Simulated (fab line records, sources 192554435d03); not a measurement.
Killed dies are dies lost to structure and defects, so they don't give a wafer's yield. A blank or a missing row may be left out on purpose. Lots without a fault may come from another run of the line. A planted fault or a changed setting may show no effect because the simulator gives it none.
fab line records | flow n5_finfet
record lots=7 wafers=21
route steps=1938 shown BEOL_M8@1335 BEOL_M10@1488 BEOL_M11@1552 BEOL_M12@1623 BEOL_M13@1662
start_h: hours from the record's first day to the start of the lot's first wafer shown | wait_h: hours since the lot's step before | " the same as in the row above | L1.1+2: a row that stands for several wafers | - no value, or no start given | * or withheld: withheld | < > ~ a bound
route shown NAME@n: a module of which the file shows steps, and the number in the route of the first | usual: mean/standard deviation of fault-free wafers | same: alike in all rows | chamber/n: place in a boat | sites: the reading at each site | _std_site: their standard deviation | _edge_site: outer sites' mean less inner sites' | radius_mm: how far each site lies from the wafer's centre | mask NAME#n: copy n | behind: the tool/chamber that last shaped the wafer | hold: why the lot was held/for how many hours/how that ended | device: the transistor (n, p or np) that didn't switch | end of line: the same wafers' tests at the end of the route | a step without rows: its recipe alone | killed: dies lost to structure and defects at the first sort, not the wafer's yield | map: a wafer's dies, x killed, . not, _ none there
set.NAME: the setting as run; set.NAME@STEP: as run at that earlier step | model.NAME: the simulator's own value behind a step, which no gauge read
lots whose settings were changed on purpose; a table a step, a row a wafer
## steps
# step N5_BEOL_M8_PECVD_70
# recipe material=SiO2 target_thk_a=200 temp_c=400 precursor=TEOS/O2 pressure_torr=5.5 rf_w=450 teos_flow_sccm=53.8 gas=O2 flow_sccm=3000 time_s=22.7
# columns lot.wafer tool chamber start_h wait_h set.temp_c model.SiO2_of_BEOL_M8_PECVD_70.thk_nm
L076.1 pecvd-01 1 217.08 0.0 415.5 18
L076.3 " 2 " " 400 19.8
L076.5 " 1 " " 400 20.2
L077.1 pecvd-02 0 221.94 0.0 400 19.4
L077.2 " 1 " " 412.6 18.2
L077.4 " 1 " " 400 20.2
L081.2 pecvd-01 2 246.63 0.0 400 19.6
L081.3 " 0 " " 400 19.8
L081.5 " 2 " " 389.9 21.4
L086.4+5 pecvd-02 0,1 271.17 0.1 400 20
L086.6 " 2 " " 400 20.2
L092.1+3 pecvd-02 2,0 307.31 0.0 400 19.8
L092.6 " 0 " " 400 20
L094.1 pecvd-02 1 326.72 0.0 400 19.8
L094.5 " 0 " " 400 20
L094.6 " 1 " " 400 20.2
L096.1 pecvd-01 0 330.32 0.0 400 19.8
L096.5+6 " 2,1 " " 393.1 21.2
# step N5_BEOL_M10_ETCH_62
# recipe chemistry=N2/H2 target=SOC target_depth_a=1100 overetch_a=220 mask_material=SiARC temp_c=40 time_s=165 ion_energy_ev=200 pressure_mtorr=30 source_w=840 bias_w=150 n2_flow_sccm=200 h2_flow_sccm=200
# columns lot.wafer tool chamber start_h wait_h set.time_s model.SiARC_of_BEOL_M10_COAT_60.thk_nm
L076.1 rie_diel-01 0 235.13 0.0 165 23.6
L076.3 " 1 " " 165 23.4
L076.5 " 1 " " 165 23.2
L077.1 rie_diel-02 0 239.01 0.0 165 23.4
L077.2 " 3 " " 146.3 24.2
L077.4 " 1 " " 146.3 24.4
L081.2 rie_diel-02 2 263.37 0.0 149.9 24.2
L081.3+5 " 3,2 " " 165 23.6
L086.4+5+6 rie_diel-02 0,3,2 289.62 0.1 165 23.6
L092.1 rie_diel-01 1 322.94 0.0 191.7 22.8
L092.3 " 0 " " 165 23.8
L092.6 " 1 " " 191.7 22.6
L094.1+6 rie_diel-02 1,2 340.87 0.0 165 23.4
L094.5 " 3 " " 190.2 22.4
L096.1+6 rie_diel-02 2 348.65 0.0 165 23.4
L096.5 " 1 " " 165 23.6
# step N5_BEOL_M10_STRIP_68
# recipe chemistry=N2/H2 temp_c=40 n2_flow_sccm=200 h2_flow_sccm=200 rf_frequency_hz=6e+07
# step N5_BEOL_M10_STRIP_67
# recipe chemistry=CF4 resist=SiARC power_w=300 bias_power_w=75 pressure_mtorr=50 cf4_flow_sccm=150 rf_frequency_hz=6e+07
# step N5_BEOL_M10_HM_OPEN_17
# recipe chemistry=Cl2/BCl3 target_depth_a=200 overetch_a=60 target=TiN mask_material=SOC ion_energy_ev=150 pressure_mtorr=10 icp_w=1000 bias_w=126 Cl2_flow_sccm=53.25 bcl3_flow_sccm=21.75 Ar_flow_sccm=25
# columns lot.wafer tool chamber start_h wait_h set.time_s@BEOL_M10_ETCH_62 model.etch.depth_nm
L076.1 rie_metal-03 0 235.31 0.0 165 19.86
L076.3 " 0 " " 165 19.71
L076.5 " 0 " " 165 19.72
L077.1 rie_metal-02 0 239.20 0.0 165 20.07
L077.2 " 1 " " 146.3 20.35
L077.4 " 0 " " 146.3 20.06
L081.2 rie_metal-03 1 263.55 0.0 149.9 20.32
L081.3 " 1 " " 165 20.09
L081.5 " 1 " " 165 20.06
L086.4 rie_metal-03 0 289.77 0.1 165 20.12
L086.5 " 1 " " 165 20.02
L086.6 " 0 " " 165 20.25
L092.1 rie_metal-03 0 323.12 0.0 191.7 17.21
L092.3 " 0 " " 165 19.8
L092.6 " 1 " " 191.7 17.23
L094.1 rie_metal-01 1 341.06 0.0 165 19.9
L094.5 " 0 " " 190.2 17.41
L094.6 " 1 " " 165 20
L096.1 rie_metal-03 1 348.84 0.0 165 20.05
L096.5 " 0 " " 165 20.1
L096.6 " 1 " " 165 20.04
# step N5_BEOL_M10_COAT_64
# recipe resist=SiARC temp_c=220 time_s=60 spin_rpm=1500 resist_thk_nm=30
# columns lot.wafer tool chamber start_h wait_h set.spin_rpm model.SiARC_of_BEOL_M10_COAT_64.thk_nm
L076.1 litho_track-05 0 - - 1391 31.2
L076.3+5 " 0 " " 1500 30
L077.1+2+4 litho_track-01 0 - - 1413 31
L081.2+3+5 litho_track-05 0 - - 1500 30
L086.4 litho_track-01 0 - - 1500 30
L086.5+6 " 0 " " 1500 30.2
L092.1+6 litho_track-03 0 - - 1500 30
L092.3 " 0 " " 1644 28.6
L094.1+6 litho_track-05 0 - - 1611 29
L094.5 " 0 " " 1500 30
L096.1 litho_track-03 0 - - 1500 30.2
L096.5+6 " 0 " " 1500 30
# step N5_BEOL_M10_COAT_22
# recipe resist=CAR-ArF spin_rpm=1500 resist_thk_nm=90
# step N5_BEOL_M10_EBR_24
# recipe solvent=PGMEA ebr_width_mm=1.5
# step N5_BEOL_M10_DESCUM_33
# recipe chemistry=O2 time_s=7.9 source_power_w=50 bias_power_w=20 pressure_mtorr=20 rf_frequency_hz=2.712e+07 temp_c=40 resist=CAR-ArF o2_flow_sccm=225
# step N5_BEOL_M10_ETCH_65
# recipe chemistry=CF4 target=SiARC target_depth_a=390 mask_material=CAR-ArF time_s=65 ion_energy_ev=80 pressure_mtorr=40 source_w=545 bias_w=36 Ar_flow_sccm=100 cf4_flow_sccm=100 ends=cleared
# columns lot.wafer tool chamber start_h wait_h set.spin_rpm@BEOL_M10_COAT_64 model.CAR-ArF_of_BEOL_M10_COAT_22.thk_nm model.etch.depth_nm
L076.1 rie_diel-01 3 237.45 0.0 1391 54.6 31.15
L076.3 " 0 " " 1500 55.8 29.99
L076.5 " 3 " " 1500 55.6 29.99
L077.1 rie_diel-01 3 240.66 0.0 1413 55.2 31.07
L077.2+4 " 0,3 " " 1413 54.8 31.06
L081.2 rie_diel-02 3 265.74 0.0 1500 55.2 30.01
L081.3 " 1 " " 1500 55.2 30.03
L081.5 " 0 " " 1500 55 30.1
L086.4 rie_diel-02 3 290.49 0.0 1500 55.8 30.02
L086.5 " 0 " " 1500 55.6 30.13
L086.6 " 2 " " 1500 55.4 30.1
L092.1 rie_diel-06 2 325.14 0.0 1500 55.6 30.05
L092.3 " 3 " " 1644 57 28.68
L092.6 " 2 " " 1500 55.8 29.98
L094.1 rie_diel-02 1 343.85 0.0 1611 56.2 29.02
L094.5 " 1 " " 1500 55.4 30.03
L094.6 " 0 " " 1611 56.4 28.96
L096.1 rie_diel-02 2 351.81 0.0 1500 55.6 30.13
L096.5 " 3 " " 1500 55.4 30.1
L096.6 " 2 " " 1500 55.4 30.07
# step N5_BEOL_M10_ETCH_66
# recipe chemistry=N2/H2 target=SOC target_depth_a=1200 overetch_a=240 mask_material=SiARC temp_c=40 time_s=180 ion_energy_ev=200 pressure_mtorr=30 source_w=840 bias_w=150 n2_flow_sccm=200 h2_flow_sccm=200
# columns lot.wafer tool chamber start_h wait_h set.spin_rpm@BEOL_M10_COAT_64 model.SiARC_of_BEOL_M10_COAT_64.thk_nm
L076.1 rie_diel-01 3 237.50 0.0 1391 24
L076.3 " 0 " " 1500 23
L076.5 " 3 " " 1500 22.8
L077.1 rie_diel-01 3 240.71 0.0 1413 23.6
L077.2 " 0 " " 1413 24
L077.4 " 3 " " 1413 23.8
L081.2 rie_diel-02 3 265.79 0.0 1500 22.6
L081.3+5 " 1,0 " " 1500 22.8
L086.4+5+6 rie_diel-02 3,0,2 290.57 0.1 1500 22.8
L092.1+6 rie_diel-06 2 325.19 0.0 1500 22.6
L092.3 " 3 " " 1644 21.4
L094.1+6 rie_diel-02 1,0 343.90 0.0 1611 21.6
L094.5 " 1 " " 1500 22.6
L096.1+5+6 rie_diel-02 2,3,2 351.86 0.0 1500 22.8
# step N5_BEOL_M11_DESCUM_16
# recipe chemistry=O2 time_s=7.9 source_power_w=50 bias_power_w=20 pressure_mtorr=20 rf_frequency_hz=2.712e+07 temp_c=40 resist=CAR-ArF o2_flow_sccm=225
# columns lot.wafer tool chamber start_h wait_h set.time_s model.CAR-ArF_of_BEOL_M11_COAT_05.thk_nm
L076.1+3 rie_diel-05 1,0 242.27 0.0 6.592 84
L076.5 " 1 " " 7.9 83
L077.1+4 rie_diel-03 2,1 245.79 0.0 7.9 83.6
L077.2 " 3 " " 7.9 83.4
L081.2 rie_diel-05 0 273.03 0.0 6.39 84.4
L081.3 " 3 " " 7.9 83.2
L081.5 " 1 " " 7.9 83.4
L086.4+6 rie_diel-03 1,2 297.83 0.6 7.9 84
L086.5 " 1 " " 7.9 83.6
L092.1 rie_diel-05 1 330.93 0.1 7.154 83.8
L092.3+6 " 2,0 " " 7.9 83.6
L094.1 rie_diel-03 1 348.96 0.1 8.374 83.4
L094.5 " 1 " " 8.374 83.2
L094.6 " 0 " " 7.9 83.4
L096.1+5 rie_diel-05 0,3 357.60 0.0 7.9 83.2
L096.6 " 2 " " 7.9 83
# step N5_BEOL_M11_ETCH_61
# recipe chemistry=CF4 target=SiARC target_depth_a=390 mask_material=CAR-ArF time_s=65 ion_energy_ev=80 pressure_mtorr=40 source_w=545 bias_w=36 Ar_flow_sccm=100 cf4_flow_sccm=100 ends=cleared
# columns lot.wafer tool chamber start_h wait_h set.time_s@BEOL_M11_DESCUM_16 model.CAR-ArF_of_BEOL_M11_COAT_05.thk_nm
L076.1+3 rie_diel-05 1,0 242.31 0.0 6.592 56
L076.5 " 1 " " 7.9 55
L077.1+4 rie_diel-03 2,1 245.83 0.0 7.9 55.6
L077.2 " 3 " " 7.9 55.4
L081.2 rie_diel-05 0 273.06 0.0 6.39 56.4
L081.3 " 3 " " 7.9 55.2
L081.5 " 1 " " 7.9 55.6
L086.4+6 rie_diel-03 1,2 297.86 0.0 7.9 56
L086.5 " 1 " " 7.9 55.6
L092.1 rie_diel-05 1 330.96 0.0 7.154 56
L092.3+6 " 2,0 " " 7.9 55.8
L094.1 rie_diel-03 1 349.00 0.0 8.374 55.4
L094.5 " 1 " " 8.374 55.2
L094.6 " 0 " " 7.9 55.4
L096.1+5 rie_diel-05 0,3 357.64 0.0 7.9 55.4
L096.6 " 2 " " 7.9 55.2
# step N5_BEOL_M12_COAT_65
# recipe resist=SOC temp_c=250 time_s=60 spin_rpm=1500 resist_thk_nm=300
# columns lot.wafer tool chamber start_h wait_h set.spin_rpm model.SOC_of_BEOL_M12_COAT_65.thk_nm
L076.1 litho_track-03 0 248.43 0.0 1340 315.8
L076.3 " 0 " " 1500 299
L076.5 " 0 " " 1500 298.4
L077.1 litho_track-02 0 251.77 0.0 1500 298.4
L077.2 " 0 " " 1367 314.2
L077.4 " 0 " " 1500 300.2
L081.2 litho_track-01 0 279.59 0.0 1554 295
L081.3+5 " 0 " " 1500 300.4
L086.4 litho_track-03 0 303.85 0.0 1500 300.4
L086.5 " 0 " " 1500 300
L086.6 " 0 " " 1500 299.8
L092.1 litho_track-03 0 336.11 0.0 1500 299.8
L092.3+6 " 0 " " 1500 299.6
L094.1 litho_track-02 0 354.99 0.0 1500 299.8
L094.5 " 0 " " 1500 299
L094.6 " 0 " " 1500 299.4
L096.1+5 litho_track-02 0 366.50 0.0 1447 306.6
L096.6 " 0 " " 1500 301.2
# step N5_BEOL_M13_COAT_04
# recipe spin_rpm=1625 resist_thk_nm=400
# columns lot.wafer tool chamber start_h wait_h set.spin_rpm model.coat_of_BEOL_M13_COAT_04.thk_nm
L076.1 litho_track-04 0 - - 1625 400
L076.3 " 0 " " 1688 391.6
L076.5 " 0 " " 1688 392.2
L077.1 litho_track-04 0 - - 1515 412.8
L077.2 " 0 " " 1515 412
L077.4 " 0 " " 1625 397.8
L081.2 litho_track-01 0 - - 1625 403
L081.3 " 0 " " 1625 402.2
L081.5 " 0 " " 1725 389.6
L086.4 litho_track-05 0 - - 1625 400
L086.5 " 0 " " 1625 401.6
L086.6 " 0 " " 1625 402
L092.1 litho_track-05 0 - - 1625 401.8
L092.3+6 " 0 " " 1625 401
L094.1 litho_track-01 0 - - 1564 409.8
L094.5+6 " 0 " " 1625 402.4
L096.1 litho_track-05 0 - - 1625 397.2
L096.5 " 0 " " 1497 416.4
L096.6 " 0 " " 1497 416.6
# step N5_BEOL_M13_EXPOSE_07
# recipe mask_id=V12 na=0.93 source_shape=conventional sigma_outer=0.6 polarization=unpolarized attpsm_phase_deg=180 dose_mj=24.8
# columns lot.wafer tool chamber start_h wait_h mask set.dose_mj
L076.1+3 krf_scanner-01 0 255.60 - V12#0 24.8
L076.5 " 0 " " V12#0 26.08
L077.1+2 krf_scanner-02 0 258.38 - V12#0 23.88
L077.4 " 0 " " V12#0 24.8
L081.2+3+5 krf_scanner-02 0 285.05 - V12#0 24.8
L086.4+5+6 krf_scanner-02 0 308.67 - V12#0 24.8
L092.1 krf_scanner-02 0 340.11 - V12#0 24.8
L092.3+6 " 0 " " V12#0 25.38
L094.1+5+6 krf_scanner-01 0 359.74 - V12#0 24.8
L096.1+5+6 krf_scanner-02 0 370.55 - V12#0 24.8
# step N5_BEOL_M13_PEB_08
# recipe peb_temp_c=130 peb_time_s=90
# step N5_BEOL_M13_DEVELOP_09
# recipe develop_time_s=45 rinse_liquid=diw dry=air_spin dev_temp_c=21
# step N5_BEOL_M13_HARDBAKE_14
# recipe temp_c=130 time_s=120
# step N5_BEOL_M13_CD_MEAS_10
# recipe target_cd_nm=190 landing_energy_ev=500 detector=se_inlens polarity=opening
# usual cd_nm=190.1/0.89
# columns lot.wafer tool chamber start_h wait_h set.dose_mj@BEOL_M13_EXPOSE_07 cd_nm
L076.1 cd_sem-03 0 255.78 - 24.8 188.8
L076.3 " 0 " " 24.8 189.2
L076.5 " 0 " " 26.08 195.0
L077.1 cd_sem-01 0 258.55 - 23.88 187.6
L077.2 " 0 " " 23.88 187.7
L077.4 " 0 " " 24.8 191.3
L081.2 cd_sem-03 0 285.22 - 24.8 191.3
L081.3 " 0 " " 24.8 191.2
L081.5 " 0 " " 24.8 191.8
L086.4 cd_sem-01 0 308.83 - 24.8 189.1
L086.5 " 0 " " 24.8 190.1
L086.6 " 0 " " 24.8 190.4
L092.1 cd_sem-01 0 340.28 - 24.8 190.5
L092.3 " 0 " " 25.38 193.3
L092.6 " 0 " " 25.38 193.9
L094.1 cd_sem-02 0 359.91 - 24.8 189.1
L094.5 " 0 " " 24.8 189.7
L094.6 " 0 " " 24.8 189.3
L096.1 cd_sem-03 0 370.72 - 24.8 190.2
L096.5 " 0 " " 24.8 188.6
L096.6 " 0 " " 24.8 189.5
# step N5_BEOL_M13_DESCUM_15
# recipe chemistry=O2 time_s=7.9 source_power_w=50 bias_power_w=20 pressure_mtorr=20 rf_frequency_hz=2.712e+07 temp_c=40 o2_flow_sccm=225
# step N5_BEOL_M13_ETCH_59
# recipe chemistry=N2/H2 target=BARC target_depth_a=890 overetch_a=267 time_s=67.9 ion_energy_ev=200 pressure_mtorr=30 source_w=840 bias_w=150 n2_flow_sccm=200 h2_flow_sccm=200
# columns lot.wafer tool chamber start_h wait_h set.spin_rpm@BEOL_M13_COAT_04 model.coat_of_BEOL_M13_COAT_04.thk_nm
L076.1 rie_diel-03 3 255.90 0.0 1625 317
L076.3 " 1 " " 1688 309.2
L076.5 " 3 " " 1688 308.8
L077.1 rie_diel-04 2 258.94 0.0 1515 330.8
L077.2 " 1 " " 1515 327.8
L077.4 " 0 " " 1625 317.6
L081.2 rie_diel-04 3 285.34 0.0 1625 320
L081.3 " 2 " " 1625 320.8
L081.5 " 2 " " 1725 308.2
L086.4 rie_diel-03 2 308.95 0.0 1625 317.8
L086.5 " 3 " " 1625 317.6
L086.6 " 2 " " 1625 319.8
L092.1 rie_diel-03 0 341.05 0.0 1625 320.2
L092.3 " 2 " " 1625 319.4
L092.6 " 3 " " 1625 317
L094.1 rie_diel-03 0 360.38 0.0 1564 328.6
L094.5 " 2 " " 1625 321
L094.6 " 0 " " 1625 320.8
L096.1 rie_diel-05 0 371.02 0.0 1625 314
L096.5 " 1 " " 1497 332.2
L096.6 " 0 " " 1497 334.2
# step N5_BEOL_M13_VIA_ETCH_16
# recipe chemistry=C4F8/O2/Ar target=SiOC pressure_mtorr=30 source_w=3000 bias_w=700 Ar_flow_sccm=400 C4F8_flow_sccm=15 O2_flow_sccm=8 he_inner_torr=15 he_outer_torr=30 target_depth_a=9217 time_s=withheld ion_energy_ev=250 ends=cleared
# columns lot.wafer tool chamber start_h wait_h set.spin_rpm@BEOL_M13_COAT_04 model.coat_of_BEOL_M13_COAT_04.thk_nm
L076.1 rie_diel-03 3 255.95 0.0 1625 72.4
L076.3 " 1 " " 1688 62.6
L076.5 " 3 " " 1688 58.8
L077.1 rie_diel-04 2 258.99 0.0 1515 87
L077.2 " 1 " " 1515 83.6
L077.4 " 0 " " 1625 70.6
L081.2 rie_diel-04 3 285.39 0.0 1625 75.2
L081.3 " 2 " " 1625 75.4
L081.5 " 2 " " 1725 61.8
L086.4+5 rie_diel-03 2,3 309.00 0.0 1625 64.2
L086.6 " 2 " " 1625 68.4
L092.1 rie_diel-03 0 341.10 0.0 1625 74.4
L092.3 " 2 " " 1625 75.4
L092.6 " 3 " " 1625 66.4
L094.1 rie_diel-03 0 360.43 0.0 1564 87.2
L094.5 " 2 " " 1625 74.2
L094.6 " 0 " " 1625 73
L096.1 rie_diel-05 0 371.08 0.0 1625 65.4
L096.5 " 1 " " 1497 79.8
L096.6 " 0 " " 1497 80.6
# step N5_BEOL_M13_STRIP_63
# recipe chemistry=N2/H2 power_w=1000 temp_c=250 h2_frac=0.65 overash_fraction=0.3 pressure_mtorr=1000 n2_flow_sccm=1750 h2_flow_sccm=3250
# usual strip_time_to_endpoint_s=27.8/1.1
# columns lot.wafer tool chamber start_h wait_h set.spin_rpm@BEOL_M13_COAT_04 strip_time_to_endpoint_s
L076.1 plasma_asher-01 0 256.19 - 1625 28.4
L076.3 " 0 " " 1688 25.5
L076.5 " 1 " " 1688 24.3
L077.1 plasma_asher-01 0 259.23 - 1515 32.6
L077.2 " 1 " " 1515 31.6
L077.4 " 0 " " 1625 27.8
L081.2 plasma_asher-01 1 285.63 - 1625 29.2
L081.3 " 1 " " 1625 29.2
L081.5 " 1 " " 1725 25.2
L086.4 plasma_asher-02 0 309.26 - 1625 25.9
L086.5 " 0 " " 1625 26.0
L086.6 " 1 " " 1625 27.2
L092.1 plasma_asher-01 1 341.34 - 1625 28.9
L092.3 " 1 " " 1625 29.2
L092.6 " 1 " " 1625 26.6
L094.1 plasma_asher-02 1 360.66 - 1564 32.6
L094.5 " 0 " " 1625 28.9
L094.6 " 1 " " 1625 28.5
L096.1 plasma_asher-01 0 371.31 - 1625 26.3
L096.5 " 1 " " 1497 30.5
L096.6 " 0 " " 1497 30.7
# step N5_BEOL_M13_STRIP_64
# recipe chemistry=N2/H2 power_w=1000 temp_c=250 h2_frac=0.65 overash_fraction=0.3 pressure_mtorr=withheld n2_flow_sccm=1750 h2_flow_sccm=3250
# step N5_BEOL_M13_STRIP_71
# recipe chemistry=post_etch_residue_remover time_s=60 temp_c=25 remover_ph=withheld remover_water_wt_pct=withheld remover_fluoride_wt_pct=withheld
# step N5_BEOL_M13_SRD_72
# recipe time_s=30 temp_c=23 rinse_liquid=diw dry=n2_spin spin_rpm=1500 dry_time_s=30
# step N5_BEOL_M13_CD_MEAS_17
# recipe target_cd_nm=190 polarity=opening
# usual cd_nm=190.4/1.2
# columns lot.wafer tool chamber start_h wait_h set.dose_mj@BEOL_M13_EXPOSE_07 cd_nm
L076.1 cd_sem-01 - 256.39 0.0 24.8 189.7
L076.3 " - " " 24.8 190.5
L076.5 " - " " 26.08 195.9
L077.1 cd_sem-02 - 259.44 0.0 23.88 187.8
L077.2 " - " " 23.88 188.1
L077.4 " - " " 24.8 191.4
L081.2 cd_sem-01 - 285.84 0.0 24.8 192.5
L081.3 " - " " 24.8 192.1
L081.5 " - " " 24.8 192.9
L086.4 cd_sem-03 - 309.49 0.0 24.8 188.7
L086.5 " - " " 24.8 190.7
L086.6 " - " " 24.8 191.1
L092.1 cd_sem-03 - 341.55 0.0 24.8 189.7
L092.3 " - " " 25.38 191.8
L092.6 " - " " 25.38 193.4
L094.1 cd_sem-01 - 360.87 0.0 24.8 188.7
L094.5 " - " " 24.8 190.3
L094.6 " - " " 24.8 188.5
L096.1 cd_sem-03 - 371.52 0.0 24.8 189.0
L096.5 " - " " 24.8 188.7
L096.6 " - " " 24.8 188.8
## key
split step=N5_BEOL_M8_PECVD_70 setting=temp_c stated=400 by=wafer
response step=N5_BEOL_M8_PECVD_70 reading=model.SiO2_of_BEOL_M8_PECVD_70.thk_nm change=-0.569 per=1% r=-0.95
split step=N5_BEOL_M10_ETCH_62 setting=time_s stated=165 by=wafer
response step=N5_BEOL_M10_ETCH_62 reading=model.SiARC_of_BEOL_M10_COAT_60.thk_nm change=-0.0689 per=1% r=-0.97
response step=N5_BEOL_M10_HM_OPEN_17 reading=model.etch.depth_nm change=-0.119 per=1% r=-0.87
split step=N5_BEOL_M10_COAT_64 setting=spin_rpm stated=1500 by=wafer
response step=N5_BEOL_M10_COAT_64 reading=model.SiARC_of_BEOL_M10_COAT_64.thk_nm change=-0.148 per=1% r=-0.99
response step=N5_BEOL_M10_ETCH_65 reading=model.CAR-ArF_of_BEOL_M10_COAT_22.thk_nm change=+0.136 per=1% r=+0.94
response step=N5_BEOL_M10_ETCH_65 reading=model.etch.depth_nm change=-0.145 per=1% r=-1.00
response step=N5_BEOL_M10_ETCH_66 reading=model.SiARC_of_BEOL_M10_COAT_64.thk_nm change=-0.135 per=1% r=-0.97
split step=N5_BEOL_M11_DESCUM_16 setting=time_s stated=7.9 by=wafer
response step=N5_BEOL_M11_DESCUM_16 reading=model.CAR-ArF_of_BEOL_M11_COAT_05.thk_nm change=-0.0524 per=1% r=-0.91
response step=N5_BEOL_M11_ETCH_61 reading=model.CAR-ArF_of_BEOL_M11_COAT_05.thk_nm change=-0.0499 per=1% r=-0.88
split step=N5_BEOL_M12_COAT_65 setting=spin_rpm stated=1500 by=wafer
response step=N5_BEOL_M12_COAT_65 reading=model.SOC_of_BEOL_M12_COAT_65.thk_nm change=-1.62 per=1% r=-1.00
split step=N5_BEOL_M13_COAT_04 setting=spin_rpm stated=1625 by=wafer
response step=N5_BEOL_M13_COAT_04 reading=model.coat_of_BEOL_M13_COAT_04.thk_nm change=-2.23 per=1% r=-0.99
response step=N5_BEOL_M13_ETCH_59 reading=model.coat_of_BEOL_M13_COAT_04.thk_nm change=-2.09 per=1% r=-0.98
response step=N5_BEOL_M13_VIA_ETCH_16 reading=model.coat_of_BEOL_M13_COAT_04.thk_nm change=-2.26 per=1% r=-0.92
response step=N5_BEOL_M13_STRIP_63 reading=strip_time_to_endpoint_s change=* per=1% r=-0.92
split step=N5_BEOL_M13_EXPOSE_07 setting=dose_mj stated=24.8 by=wafer
response step=N5_BEOL_M13_CD_MEAS_10 reading=cd_nm change=+1.12 per=1% r=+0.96
response step=N5_BEOL_M13_CD_MEAS_17 reading=cd_nm change=+1.08 per=1% r=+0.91
